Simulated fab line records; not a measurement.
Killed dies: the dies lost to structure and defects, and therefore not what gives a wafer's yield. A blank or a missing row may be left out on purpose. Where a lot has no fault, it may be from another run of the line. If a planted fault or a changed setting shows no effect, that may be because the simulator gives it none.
Comparing a struck lot with a sound one / flow n5 finfet / 14 out of 1938 route steps
Sound: these wafers, L352.1, L352.2, L352.6. Struck: wafers L363.3, L363.4, L363.6. Last of all comes the cause.
At each step with rows: each side's tool, then ch and its chambers, then its first start. Under that, the readings that differ: sound wafers / struck wafers / difference of the means / sigmas: that difference in standard deviations of wafers without a fault.
alike: same words and numbers on both sides, and readings whose means sit less than 2 such deviations apart. not compared: any withheld reading, any reading some wafer has no value for, any bound like >300 that may hide the same value, and any number with overlapping values for which the record gives no deviation.
A row with sigmas, a row that says differs or no value, or rows on one side alone: a step with any of these is where the two part. Numbers that don't overlap but have no deviation are shown without sigmas and don't part them. A reading that every wafer of one side lacks parts them only if that side has two wafers or more.

first, 1 step without rows for these wafers: N5_BEOL_M3_STRIP_75 (strips in N2/H2).
N5_BEOL_M3_STRIP_66: strips in CF4.
  sound on rie diel-05 ch 0,2, day 9 23:23; struck on rie diel-05 ch 1,2,3, day 12 01:47
  alike: drypump motor current A, oes product au, rf vpp V, showerhead plenum p Torr, throttle valve pct
  not compared: rf hours counter h
N5_BEOL_M3_HM_OPEN_17: chemistry Cl2/BCl3, target TiN, target depth 20 nm, overetch 6 nm.
  sound on rie metal-02 ch 0,1, day 9 23:26; struck on rie metal-03 ch 0,1, day 12 01:51
  alike: drypump motor current A, oes product au, throttle valve pct
  not compared: rf hours counter h
N5_BEOL_M3_STRIP_19: strips in O2.
  sound on rie diel-06 ch 0,1, day 9 23:32; struck on rie diel-05 ch 0,2,3, day 12 01:56
  alike: drypump motor current A, oes product au, rf vpp V, showerhead plenum p Torr, throttle valve pct
  not compared: rf hours counter h
N5_BEOL_M3_CD_MEAS_18: pitch 36 nm, target cd 18 nm.
  sound on cd sem-03 at day 9 23:37; struck on cd sem-03 at day 12 02:00
  alike: cd nm
then, 7 steps without rows for these wafers: N5_BEOL_M3_COAT_67 (time 60 s, resist thk 60 nm); N5_BEOL_M3_COAT_68 (time 60 s, resist thk 12 nm); N5_BEOL_M3_COAT_76 (time 60 s, resist thk 5 nm); N5_BEOL_M3_COAT_22 (resist thk 30 nm); N5_BEOL_M3_EBR_24; N5_BEOL_M3_SOFTBAKE_23 (time 60 s); N5_BEOL_M3_EXPOSE_25 (exposes mask V2, defocus 5 nm).
N5_BEOL_M3_PEB_26: peb time 60 s.
  struck on litho track-05, day 12 02:23; sound on litho track-03 ch 0, day 10 00:01
  no value came back on the struck wafers for chill plate temp C (C), exhaust pa (Pa), resist line temp C (C); on the sound wafers chill plate temp C (C) reads 22.90 23.05 22.95
then, 1 step without rows for these wafers: N5_BEOL_M3_DEVELOP_27 (develop time 30 s).

## WHERE THEY PART
Within this record, at N5_BEOL_M3_PEB_26 only.

WHY: the cause the simulator had injected
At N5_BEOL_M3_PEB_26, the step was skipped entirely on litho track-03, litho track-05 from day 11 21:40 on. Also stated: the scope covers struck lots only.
